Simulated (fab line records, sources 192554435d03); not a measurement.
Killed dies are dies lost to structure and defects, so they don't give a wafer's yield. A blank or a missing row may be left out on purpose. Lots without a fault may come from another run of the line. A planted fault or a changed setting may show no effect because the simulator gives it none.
fab line records | flow n5_finfet | part 1 of 2: steps 1 to 23 of 28
record lots=5 wafers=15 last_day=17
route steps=1938 shown BEOL_M6@1205
lots that met no fault: from a run of the same line without faults
start_h: hours from the record's first day to the start of the lot's first wafer shown | wait_h: hours since the lot's step before | " the same as in the row above | L1.1+2: a row that stands for several wafers | - no value, or no start given | * or withheld: withheld | < > ~ a bound
route shown NAME@n: a module of which the file shows steps, and the number in the route of the first | usual: mean/standard deviation of fault-free wafers | same: alike in all rows | chamber/n: place in a boat | sites: the reading at each site | _std_site: their standard deviation | _edge_site: outer sites' mean less inner sites' | radius_mm: how far each site lies from the wafer's centre | mask NAME#n: copy n | behind: the tool/chamber that last shaped the wafer | hold: why the lot was held/for how many hours/how that ended | device: the transistor (n, p or np) that didn't switch | end of line: the same wafers' tests at the end of the route | a step without rows: its recipe alone | killed: dies lost to structure and defects at the first sort, not the wafer's yield | map: a wafer's dies, x killed, . not, _ none there
set.NAME: the setting as run; set.NAME@STEP: as run at that earlier step | model.NAME: the simulator's own value behind a step, which no gauge read
lots at some steps of the route; a table a step, a row a wafer
services: from which hour (start_h, from the record's first day; less than 0 if before it) a tool's chamber was out of use, for how many hours, and why
## steps
# step N5_BEOL_M6_PEB_09
# recipe peb_temp_c=withheld peb_time_s=60 resist=CAR-ArF
# columns lot.wafer tool chamber start_h wait_h
L075.1+5+6 litho_track-03 0 202.00 0.1
L079.2+3+6 litho_track-01 0 219.07 0.0
L081.2+4+5 litho_track-02 0 233.44 0.0
L084.1+4+5 litho_track-01 0 246.12 0.1
L092.3+4+6 litho_track-02 0 296.61 0.0
# step N5_BEOL_M6_DEVELOP_10
# recipe develop_time_s=30 developer=TMAH resist=CAR-ArF rinse_liquid=diw dry=air_spin dev_temp_c=23
# columns lot.wafer tool chamber start_h wait_h
L075.1+5+6 litho_track-03 0 - -
L079.2+3+6 litho_track-01 0 - -
L081.2+4+5 litho_track-02 0 - -
L084.1+4+5 litho_track-01 0 - -
L092.3+4+6 litho_track-02 0 - -
# step N5_BEOL_M6_CD_MEAS_11
# recipe target_cd_nm=38.5 landing_energy_ev=500 detector=se_inlens polarity=opening
# usual cd_nm=38.3/0.47
# columns lot.wafer tool chamber start_h wait_h cd_nm
L075.1 cd_sem-03 0 202.07 - 39.5
L075.5 " 0 " " 38.7
L075.6 " 0 " " 39.0
L079.2 cd_sem-02 0 219.14 - 38.0
L079.3 " 0 " " 38.6
L079.6 " 0 " " 38.8
L081.2 cd_sem-03 0 233.50 - 37.4
L081.4 " 0 " " 37.8
L081.5 " 0 " " 37.6
L084.1 cd_sem-02 0 246.19 - 38.5
L084.4 " 0 " " 38.3
L084.5 " 0 " " 38.8
L092.3 cd_sem-01 0 296.67 - 37.6
L092.4 " 0 " " 37.8
L092.6 " 0 " " 37.4
# step N5_BEOL_M6_OVL_MEAS_12
# recipe points_per_wafer=44
# usual M6_OVL=-0.2/0.67
# columns lot.wafer tool chamber start_h wait_h M6_OVL[nm]
L075.1 overlay-01 0 202.10 0.0 1.0
L075.5 " 0 " " 0.7
L075.6 " 0 " " -0.4
L079.2 overlay-02 0 219.17 0.0 0.6
L079.3 " 0 " " -0.2
L079.6 " 0 " " -0.3
L081.2 overlay-01 0 233.53 0.0 1.0
L081.4 " 0 " " 0.3
L081.5 " 0 " " -0.1
L084.1 overlay-01 0 246.22 0.0 -0.5
L084.4 " 0 " " -1.9
L084.5 " 0 " " -1.6
L092.3 overlay-02 0 296.73 0.1 0.8
L092.4 " 0 " " 1.2
L092.6 " 0 " " 0.2
# step N5_BEOL_M6_INSPECT_13
# recipe mode=adi inspect_instrument=brightfield
# usual raw_defect_count=378/82
# columns lot.wafer tool chamber start_h wait_h raw_defect_count
L075.1 defect_inspect-02 - 202.12 0.0 310
L075.5 " - " " 400
L075.6 " - " " 315
L079.2 defect_inspect-02 - 219.19 0.0 512
L079.3 " - " " 436
L079.6 " - " " 477
L081.2 defect_inspect-02 - 233.56 0.0 566
L081.4 " - " " 382
L081.5 " - " " 627
L084.1 defect_inspect-02 - 246.24 0.0 414
L084.4 " - " " 412
L084.5 " - " " 418
L092.3 defect_inspect-02 - 296.76 0.0 503
L092.4 " - " " 425
L092.6 " - " " 341
# step N5_BEOL_M6_DESCUM_16
# recipe chemistry=O2 time_s=7.9 source_power_w=50 bias_power_w=20 pressure_mtorr=20 rf_frequency_hz=2.712e+07 temp_c=40 resist=CAR-ArF o2_flow_sccm=225
# usual chamber_pressure_mTorr=20.000/0.017 drypump_motor_current_A=5.7/0.32 oes_product_au=0.77/0.095 rf_vpp_V=243.4/1.4 showerhead_plenum_p_Torr=2.10/0.082 throttle_valve_pct=20.44/0.27
# columns lot.wafer tool chamber start_h wait_h chamber_pressure_mTorr drypump_motor_current_A oes_product_au rf_hours_counter_h rf_vpp_V showerhead_plenum_p_Torr throttle_valve_pct
L075.1 rie_diel-02 1 202.16 0.0 20.011 5.9 0.71 221 244.7 2.16 20.66
L075.5 " 3 " " 20.007 5.6 0.72 - 243.6 2.07 20.89
L075.6 " 2 " " 19.985 5.4 0.71 - 242.9 2.05 20.27
L079.2 rie_diel-06 3 219.22 0.0 19.981 5.2 0.74 181 241.6 2.00 20.24
L079.3 " 1 " " 20.011 5.4 0.72 220 243.2 2.08 20.86
L079.6 " 1 " " 19.995 5.4 0.72 - 242.3 2.08 20.87
L081.2 rie_diel-03 0 233.73 0.2 20.000 5.6 0.76 169 242.9 1.99 20.37
L081.4 " 1 " " 20.000 5.3 0.69 211 245.1 2.15 20.44
L081.5 " 3 " " 19.984 5.9 0.84 - 244.7 2.24 20.48
L084.1 rie_diel-06 3 246.28 0.0 19.989 5.2 0.73 190 241.5 1.99 20.24
L084.4 " 1 " " 19.998 5.4 0.70 230 241.2 2.07 20.85
L084.5 " 0 " " 20.009 5.8 0.72 - 243.7 2.16 20.56
L092.3 rie_diel-06 2 296.88 0.1 20.010 6.3 0.89 33 244.4 2.22 20.18
L092.4 " 1 " " 20.004 5.4 0.70 248 243.0 2.07 20.90
L092.6 " 2 " " 19.980 6.3 0.90 - 244.1 2.22 20.19
# step N5_BEOL_M6_ETCH_61
# recipe chemistry=CF4 target=SiARC target_depth_a=455 mask_material=CAR-ArF time_s=75.8 ion_energy_ev=80 pressure_mtorr=40 source_w=545 bias_w=36 Ar_flow_sccm=100 cf4_flow_sccm=100 ends=cleared
# usual bias_w=36.00/0.11 chamber_pressure_mTorr=40.00/0.034 drypump_motor_current_A=5.6/0.32 etch_rf_on_time_s=75.5/1.8 oes_product_au=0.66/0.081 rf_vpp_V=184.2/1.3 showerhead_plenum_p_Torr=2.15/0.077 throttle_valve_pct=15.67/0.24
# columns lot.wafer tool chamber start_h wait_h bias_w chamber_pressure_mTorr drypump_motor_current_A etch_rf_on_time_s oes_product_au rf_hours_counter_h rf_vpp_V showerhead_plenum_p_Torr throttle_valve_pct
L075.1 rie_diel-02 1 202.19 0.0 35.83 40.00 5.9 76.3 0.61 221 183.9 2.21 15.91
L075.5 " 3 " " 36.00 39.98 5.6 75.8 0.62 - 183.3 2.12 16.11
L075.6 " 2 " " 36.16 39.99 5.4 75.7 0.60 - 185.0 2.12 15.68
L079.2 rie_diel-06 3 219.26 0.0 35.90 39.92 5.2 75.9 0.62 181 180.8 2.04 15.44
L079.3 " 1 " " 36.11 39.99 5.5 76.5 0.62 220 184.0 2.12 15.95
L079.6 " 1 " " 36.03 39.97 5.5 77.6 0.61 - 185.2 2.12 15.96
L081.2 rie_diel-03 0 233.77 0.0 35.98 40.00 5.5 74.8 0.65 169 182.1 2.05 15.68
L081.4 " 1 " " 35.99 40.07 5.3 73.2 0.60 211 185.6 2.20 15.69
L081.5 " 3 " " 36.07 40.01 5.9 75.7 0.71 - 186.9 2.25 15.49
L084.1 rie_diel-06 3 246.31 0.0 35.98 39.96 5.2 76.4 0.62 190 183.2 2.04 15.47
L084.4 " 1 " " 35.81 40.00 5.5 78.1 0.60 230 185.3 2.12 15.99
L084.5 " 0 " " 35.92 40.02 5.8 74.6 0.62 - 183.5 2.21 15.78
L092.3 rie_diel-06 2 296.91 0.0 36.06 40.01 6.3 75.0 0.75 33 186.4 2.28 15.47
L092.4 " 1 " " 36.03 39.99 5.4 77.4 0.59 248 184.1 2.11 16.02
L092.6 " 2 " " 36.00 39.94 6.3 74.8 0.76 - 186.8 2.28 15.49
# step N5_BEOL_M6_ETCH_62
# recipe chemistry=N2/H2 target=SOC target_depth_a=1100 overetch_a=220 mask_material=SiARC temp_c=40 time_s=165 ion_energy_ev=200 pressure_mtorr=30 source_w=840 bias_w=150 n2_flow_sccm=200 h2_flow_sccm=200
# usual bias_w=150.0/0.46 chamber_pressure_mTorr=30.000/0.028 drypump_motor_current_A=5.7/0.32 oes_product_au=0.65/0.076 rf_vpp_V=524.2/2.8 showerhead_plenum_p_Torr=2.56/0.095 throttle_valve_pct=17.88/0.27
# columns lot.wafer tool chamber start_h wait_h bias_w chamber_pressure_mTorr drypump_motor_current_A oes_product_au rf_hours_counter_h rf_vpp_V showerhead_plenum_p_Torr throttle_valve_pct
L075.1 rie_diel-02 1 202.25 0.0 150.3 30.000 5.9 0.61 221 525.5 2.62 18.16
L075.5 " 3 " " 151.3 30.039 5.6 0.61 - 522.5 2.51 18.26
L075.6 " 2 " " 149.8 29.952 5.4 0.60 - 523.4 2.51 17.83
L079.2 rie_diel-06 3 219.31 0.0 149.6 30.023 5.2 0.62 181 521.0 2.42 17.63
L079.3 " 1 " " 150.0 30.035 5.4 0.61 220 523.2 2.52 18.23
L079.6 " 1 " " 149.7 29.978 5.4 0.61 - 523.0 2.52 18.22
L081.2 rie_diel-03 0 233.82 0.0 149.8 29.977 5.6 0.64 169 520.8 2.45 18.12
L081.4 " 1 " " 150.8 29.992 5.3 0.58 211 525.8 2.62 17.92
L081.5 " 3 " " 149.9 30.006 5.9 0.71 - 526.9 2.69 17.77
L084.1 rie_diel-06 3 246.37 0.0 150.3 30.050 5.2 0.61 190 520.5 2.42 17.65
L084.4 " 1 " " 150.0 30.000 5.4 0.61 230 523.9 2.52 18.23
L084.5 " 0 " " 150.5 29.951 5.8 0.62 - 526.6 2.64 18.04
L092.3 rie_diel-06 2 296.97 0.0 149.9 30.032 6.3 0.75 33 529.5 2.71 17.62
L092.4 " 1 " " 150.1 30.000 5.4 0.59 248 522.6 2.51 18.29
L092.6 " 2 " " 149.9 30.003 6.3 0.74 - 527.5 2.71 17.61
# step N5_BEOL_M6_STRIP_68
# recipe chemistry=N2/H2 temp_c=40 n2_flow_sccm=200 h2_flow_sccm=200 rf_frequency_hz=6e+07
# columns lot.wafer tool chamber start_h wait_h
L075.1+5+6 rie_diel-02 1,3,2 202.38 0.1
L079.2+3+6 rie_diel-06 3,1,1 219.45 0.1
L081.2+4+5 rie_diel-03 0,1,3 233.96 0.1
L084.1+4+5 rie_diel-06 3,1,0 246.50 0.1
L092.3+4+6 rie_diel-06 2,1,2 297.10 0.1
# step N5_BEOL_M6_STRIP_67
# recipe chemistry=CF4 resist=SiARC power_w=300 bias_power_w=75 pressure_mtorr=50 cf4_flow_sccm=150 rf_frequency_hz=6e+07
# usual chamber_pressure_mTorr=50.00/0.052 drypump_motor_current_A=5.6/0.32 oes_product_au=0.77/0.09 rf_vpp_V=271.4/1.6 showerhead_plenum_p_Torr=1.81/0.064 throttle_valve_pct=13.67/0.26
# columns lot.wafer tool chamber start_h wait_h chamber_pressure_mTorr drypump_motor_current_A oes_product_au rf_hours_counter_h rf_vpp_V showerhead_plenum_p_Torr throttle_valve_pct
L075.1 rie_diel-02 1 202.39 0.0 50.00 5.9 0.72 221 272.4 1.86 13.95
L075.5 " 3 " " 50.02 5.6 0.72 - 270.2 1.78 14.12
L075.6 " 2 " " 49.91 5.3 0.70 - 271.6 1.78 13.71
L079.2 rie_diel-06 3 219.46 0.0 50.04 5.2 0.73 181 270.0 1.72 13.47
L079.3 " 1 " " 50.06 5.4 0.73 220 272.2 1.77 13.96
L079.6 " 1 " " 50.04 5.5 0.72 - 271.2 1.77 13.94
L081.2 rie_diel-03 0 233.97 0.0 50.01 5.5 0.76 169 269.7 1.72 13.68
L081.4 " 1 " " 50.00 5.3 0.68 211 273.6 1.85 13.73
L081.5 " 3 " " 50.00 5.9 0.84 - 274.1 1.90 13.51
L084.1 rie_diel-06 3 246.51 0.0 49.98 5.2 0.72 190 269.2 1.72 13.50
L084.4 " 1 " " 49.94 5.4 0.72 230 270.0 1.77 13.96
L084.5 " 0 " " 50.00 5.8 0.72 - 271.2 1.84 13.74
L092.3 rie_diel-06 2 297.11 0.0 50.01 6.2 0.89 33 273.2 1.91 13.44
L092.4 " 1 " " 50.10 5.5 0.70 248 270.7 1.76 14.00
L092.6 " 2 " " 49.90 6.2 0.88 - 273.1 1.91 13.44
# step N5_BEOL_M6_HM_OPEN_17
# recipe chemistry=Cl2/BCl3 target_depth_a=200 overetch_a=60 target=TiN mask_material=SOC ion_energy_ev=150 pressure_mtorr=10 icp_w=1000 bias_w=126 Cl2_flow_sccm=53.25 bcl3_flow_sccm=21.75 Ar_flow_sccm=25
# usual bias_w=126.0/0.39 chamber_pressure_mTorr=10.001/0.0079 drypump_motor_current_A=5.8/0.42 oes_product_au=0.70/0.11 throttle_valve_pct=22.10/0.28
# columns lot.wafer tool chamber start_h wait_h bias_w chamber_pressure_mTorr drypump_motor_current_A oes_product_au rf_hours_counter_h throttle_valve_pct
L075.1 rie_metal-03 1 202.43 0.0 126.2 10.004 5.6 0.57 105 22.13
L075.5 " 0 " " 126.1 10.000 5.7 0.56 - 22.04
L075.6 " 1 " " 126.0 10.008 5.6 0.56 - 22.13
L079.2 rie_metal-01 1 219.53 0.1 126.3 10.005 5.6 0.77 - 22.44
L079.3 " 1 " " 125.7 9.999 5.6 0.77 - 22.42
L079.6 " 1 " " 125.5 10.013 5.6 0.78 - 22.43
L081.2 rie_metal-02 0 234.01 0.0 125.5 10.003 5.9 0.75 16 21.45
L081.4 " 1 " " 125.9 9.996 5.5 0.82 - 21.95
L081.5 " 1 " " 125.6 9.999 5.5 0.82 - 21.95
L084.1 rie_metal-01 1 246.56 0.0 126.3 10.002 5.5 0.77 9 22.45
L084.4 " 0 " " 125.2 9.999 6.6 0.82 - 21.88
L084.5 " 1 " " 126.4 10.000 5.6 0.77 - 22.43
L092.3 rie_metal-01 0 297.18 0.1 126.0 9.999 6.5 0.77 - 21.87
L092.4 " 1 " " 125.7 9.992 5.5 0.73 - 22.45
L092.6 " 1 " " 126.7 10.001 5.5 0.74 - 22.43
# step N5_BEOL_M6_STRIP_19
# recipe chemistry=O2 power_w=400 temp_c=40 pressure_mtorr=30 rf_frequency_hz=6e+07 bias_power_w=0 overash_fraction=0.2 o2_flow_sccm=225
# usual chamber_pressure_mTorr=30.00/0.033 drypump_motor_current_A=5.65/0.28 oes_product_au=0.76/0.097 rf_vpp_V=3.6/0.56 showerhead_plenum_p_Torr=2.10/0.077 throttle_valve_pct=16.72/0.29
# columns lot.wafer tool chamber start_h wait_h chamber_pressure_mTorr drypump_motor_current_A oes_product_au rf_hours_counter_h rf_vpp_V showerhead_plenum_p_Torr throttle_valve_pct
L075.1 rie_diel-06 1 202.68 0.2 30.06 5.45 0.72 216 3.8 2.08 17.07
L075.5 " 3 " " 30.01 5.24 0.74 - 3.8 2.00 16.50
L075.6 " 0 " " 30.01 5.82 0.72 - 3.5 2.17 16.80
L079.2 rie_diel-02 2 219.77 0.2 29.95 5.42 0.71 240 3.9 2.05 16.61
L079.3 " 0 " " 29.97 5.55 0.68 230 3.8 2.08 16.73
L079.6 " 0 " " 29.98 5.55 0.68 - 4.0 2.08 16.75
L081.2 rie_diel-06 1 234.12 0.1 30.01 5.43 0.70 225 3.0 2.08 17.09
L081.4 " 0 " " 30.01 5.79 0.71 196 4.3 2.16 16.83
L081.5 " 2 " " 30.04 6.24 0.94 - 3.3 2.23 16.43
L084.1 rie_diel-03 0 246.67 0.1 29.97 5.60 0.76 173 4.6 1.99 16.67
L084.4 " 2 " " 30.05 6.10 0.69 246 4.1 2.06 16.60
L084.5 " 2 " " 30.00 6.09 0.69 - 3.8 2.06 16.59
L092.3 rie_diel-03 2 297.27 0.1 30.02 6.13 0.95 2 3.8 2.06 16.18
L092.4 " 3 " " 29.97 5.91 0.80 94 3.1 2.23 16.72
L092.6 " 2 " " 30.00 6.10 0.94 - 2.4 2.06 16.17
# step N5_BEOL_M6_CD_MEAS_18
# recipe pitch_nm=80 target_cd_nm=40
# usual cd_nm=39.9/0.61
# columns lot.wafer tool chamber start_h wait_h cd_nm
L075.1 cd_sem-03 - 202.75 0.0 40.3
L075.5 " - " " 39.3
L075.6 " - " " 39.8
L079.2 cd_sem-02 - 219.85 0.1 39.9
L079.3 " - " " 39.7
L079.6 " - " " 39.8
L081.2 cd_sem-02 - 234.19 0.1 38.7
L081.4 " - " " 39.7
L081.5 " - " " 38.6
L084.1 cd_sem-01 - 246.74 0.0 40.5
L084.4 " - " " 40.8
L084.5 " - " " 40.7
L092.3 cd_sem-01 - 297.34 0.1 39.1
L092.4 " - " " 38.6
L092.6 " - " " 38.5
# step N5_BEOL_M6_COAT_63
# recipe resist=SOC temp_c=250 time_s=60 spin_rpm=1500 resist_thk_nm=60
# columns lot.wafer tool chamber start_h wait_h
L075.1+5+6 litho_track-02 0 204.39 1.6
L079.2+3+6 litho_track-02 0 219.88 0.0
L081.2+4+5 litho_track-02 0 235.49 1.3
L084.1+4+5 litho_track-03 0 246.77 0.0
L092.3+4+6 litho_track-01 0 297.37 0.0
# step N5_BEOL_M6_COAT_64
# recipe resist=SiARC temp_c=220 time_s=60 spin_rpm=1500 resist_thk_nm=12
# columns lot.wafer tool chamber start_h wait_h
L075.1+5+6 litho_track-02 0 - -
L079.2+3+6 litho_track-02 0 - -
L081.2+4+5 litho_track-02 0 - -
L084.1+4+5 litho_track-03 0 - -
L092.3+4+6 litho_track-01 0 - -
# step N5_BEOL_M6_COAT_71
# recipe resist=underlayer temp_c=205 time_s=60 spin_rpm=1500 resist_thk_nm=5
# columns lot.wafer tool chamber start_h wait_h
L075.1+5+6 litho_track-02 0 - -
L079.2+3+6 litho_track-02 0 - -
L081.2+4+5 litho_track-02 0 - -
L084.1+4+5 litho_track-03 0 - -
L092.3+4+6 litho_track-01 0 - -
# step N5_BEOL_M6_COAT_22
# recipe resist=CAR-EUV spin_rpm=1500 resist_thk_nm=30
# columns lot.wafer tool chamber start_h wait_h
L075.1+5+6 litho_track-02 0 - -
L079.2+3+6 litho_track-02 0 - -
L081.2+4+5 litho_track-02 0 - -
L084.1+4+5 litho_track-03 0 - -
L092.3+4+6 litho_track-01 0 - -
# step N5_BEOL_M6_EBR_24
# recipe solvent=PGMEA ebr_width_mm=1.5
# columns lot.wafer tool chamber start_h wait_h
L075.1+5+6 litho_track-02 0 - -
L079.2+3+6 litho_track-02 0 - -
L081.2+4+5 litho_track-02 0 - -
L084.1+4+5 litho_track-03 0 - -
L092.3+4+6 litho_track-01 0 - -
# step N5_BEOL_M6_SOFTBAKE_23
# recipe temp_c=110 time_s=60 resist=CAR-EUV
# columns lot.wafer tool chamber start_h wait_h
L075.1+5+6 litho_track-02 0 - -
L079.2+3+6 litho_track-02 0 - -
L081.2+4+5 litho_track-02 0 - -
L084.1+4+5 litho_track-03 0 - -
L092.3+4+6 litho_track-01 0 - -
# step N5_BEOL_M6_EXPOSE_25
# recipe mask_id=V5 na=0.33 source_shape=annular sigma_inner=0.4 sigma_outer=0.8 polarization=unpolarized target_cd_nm=40 dose_mj=45
# usual exposure_dose_mJ_cm2=44.91/0.045
# columns lot.wafer tool chamber start_h wait_h mask exposure_dose_mJ_cm2
L075.1 euv_scanner-01 0 204.58 - V5#0 44.86
L075.5 " 0 " " V5#0 44.95
L075.6 " 0 " " V5#0 44.95
L079.2 euv_scanner-01 0 220.02 - V5#0 44.94
L079.3 " 0 " " V5#0 44.89
L079.6 " 0 " " V5#0 44.97
L081.2 euv_scanner-01 0 235.63 - V5#0 44.93
L081.4 " 0 " " V5#0 44.92
L081.5 " 0 " " V5#0 44.95
L084.1 euv_scanner-01 0 247.04 - V5#0 44.88
L084.4 " 0 " " V5#0 44.88
L084.5 " 0 " " V5#0 44.98
L092.3 euv_scanner-01 0 297.65 - V5#0 44.97
L092.4 " 0 " " V5#0 44.91
L092.6 " 0 " " V5#0 44.98
# step N5_BEOL_M6_PEB_26
# recipe peb_temp_c=100 peb_time_s=60 resist=CAR-EUV
# columns lot.wafer tool chamber start_h wait_h
L075.1+5+6 litho_track-01 0 204.65 0.1
L079.2+3+6 litho_track-01 0 220.09 0.1
L081.2+4+5 litho_track-02 0 235.69 0.1
L084.1+4+5 litho_track-01 0 247.10 0.1
L092.3+4+6 litho_track-03 0 297.71 0.0
# step N5_BEOL_M6_DEVELOP_27
# recipe develop_time_s=30 developer=TMAH resist=CAR-EUV rinse_liquid=surfactant_rinse dry=air_spin dev_temp_c=23
# columns lot.wafer tool chamber start_h wait_h
L075.1+5+6 litho_track-01 0 - -
L079.2+3+6 litho_track-01 0 - -
L081.2+4+5 litho_track-02 0 - -
L084.1+4+5 litho_track-01 0 - -
L092.3+4+6 litho_track-03 0 - -
# step N5_BEOL_M6_CD_MEAS_28
# recipe target_cd_nm=40 landing_energy_ev=500 detector=se_inlens
# usual cd_nm=39.93/0.25
# columns lot.wafer tool chamber start_h wait_h cd_nm
L075.1 cd_sem-02 0 204.72 - 39.42
L075.5 " 0 " " 39.91
L075.6 " 0 " " 39.75
L079.2 cd_sem-01 0 220.15 - 39.65
L079.3 " 0 " " 39.45
L079.6 " 0 " " 39.48
L081.2 cd_sem-03 0 235.76 - 40.05
L081.4 " 0 " " 40.30
L081.5 " 0 " " 40.21
L084.1 cd_sem-01 0 247.17 - 40.03
L084.4 " 0 " " 40.21
L084.5 " 0 " " 40.21
L092.3 cd_sem-01 0 297.78 - 39.86
L092.4 " 0 " " 39.77
L092.6 " 0 " " 39.80
